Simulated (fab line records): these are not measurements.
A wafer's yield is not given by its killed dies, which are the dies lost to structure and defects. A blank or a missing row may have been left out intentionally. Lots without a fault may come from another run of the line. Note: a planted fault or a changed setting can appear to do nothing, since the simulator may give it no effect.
2 desks looking at one fault | flow nand-harc | only its own numbers are on each desk; what lay behind them is given at the end

AT THE METROLOGY DESK
Lot by lot, what the gauges showed, no matter which tool ran the lot: averages of those sampled wafers that carry a number. Any lot whose mean is over 4 standard deviations away from the usual mean is out of limits and marked OUT; that distance is given in the brackets.
Columns: A = cd-nm at NHARC_P_ZERO_WELL_CD_MEAS_37, usual 718.8 nm; B = trench-depth-nm at NHARC_P_STI_OCD_MEAS_17, usual 300 nm; C = trench-foot-cd-nm at NHARC_P_STI_OCD_MEAS_17, usual 158 nm
lot  | first seen here | A     | B   | C
L973 | day 1 16:15     | 721.7 | 301 | 155
L974 | day 1 22:13     | 718.8 | 297 | 161
L976 | day 2 10:16     | 718.4 | 298 | 158
L977 | day 2 16:18     | 718.8 | 298 | 158
L981 | day 3 16:17     | 717.6 | 297 | 160
L983 | day 4 04:09     | 717.8 | 307 | 155
L988 | day 5 10:08     | 720.0 | 295 | 155
L989 | day 5 15:54     | 720.3 | 298 | 157
L991 | day 6 03:54     | 717.1 | 295 | 158
L993 | day 6 15:59     | 714.7 | 299 | 159
L994 | day 6 22:10     | 717.6 | 304 | 157
L995 | day 7 04:10     | 718.2 | 300 | 155
L996 | day 7 09:59     | 719.9 | 304 | 162
Result from this desk: across the 13 lots, nothing is out of limits.

THE TOOL OWNER'S DESK: cmp-03
The tool's own readings at NHARC_P_STI_CMP_21 (polishes, t overpolish 20 s, target thk 380.67 nm): means of the sampled wafers that have a number, for each lot that ran on this tool. Any lot whose mean is over 4 standard deviations away from the usual mean is out of limits and marked OUT; that distance is given in the brackets.
Columns: A = motor-current-A at NHARC_P_STI_CMP_21, usual 12.5 A; B = overpolish-run-s at NHARC_P_STI_CMP_21, usual 20.000 s; C = slurry-flow-ml-min at NHARC_P_STI_CMP_21, usual 150.0
lot  | first seen here | A    | B                        | C
L973 | day 3 08:24     | 12.7 | 20.001                   | 149.9
L976 | day 3 23:09     | 12.8 | 20.014                   | 150.3
L977 | day 4 07:46     | 12.2 | 20.000                   | 150.4
L981 | day 5 06:06     | 12.6 | 72.982 (+99 or more) OUT | 150.1
L983 | day 5 22:14     | 12.6 | 72.984 (+99 or more) OUT | 150.1
L994 | day 8 11:29     | 12.6 | 20.009                   | 149.8
This desk's verdict: out of limits on L981, L983, starting with L981 at day 5 06:06 (overpolish-run-s at NHARC_P_STI_CMP_21). L973, L976, L977, L994: within limits.

BROUGHT TOGETHER
At day 5 06:06, on L981, L983, the tool owner's desk was in a position to raise an alarm.
Nothing out of limits was seen by the metrology desk.
The metrology desk has L981, L983 on record, within its limits.
On cmp-03, each named lot ran NHARC_P_STI_CMP_21.

WHAT HAD BEEN PUT IN BY THE SIMULATOR
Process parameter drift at NHARC_P_STI_CMP_21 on cmp-03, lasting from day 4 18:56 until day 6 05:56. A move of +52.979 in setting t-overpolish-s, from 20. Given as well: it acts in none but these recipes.
Lots struck among those shown: L981, L983.
How many hours passed from the start of the fault until each desk's first out-of-limits reading: the tool owner's desk, 11.
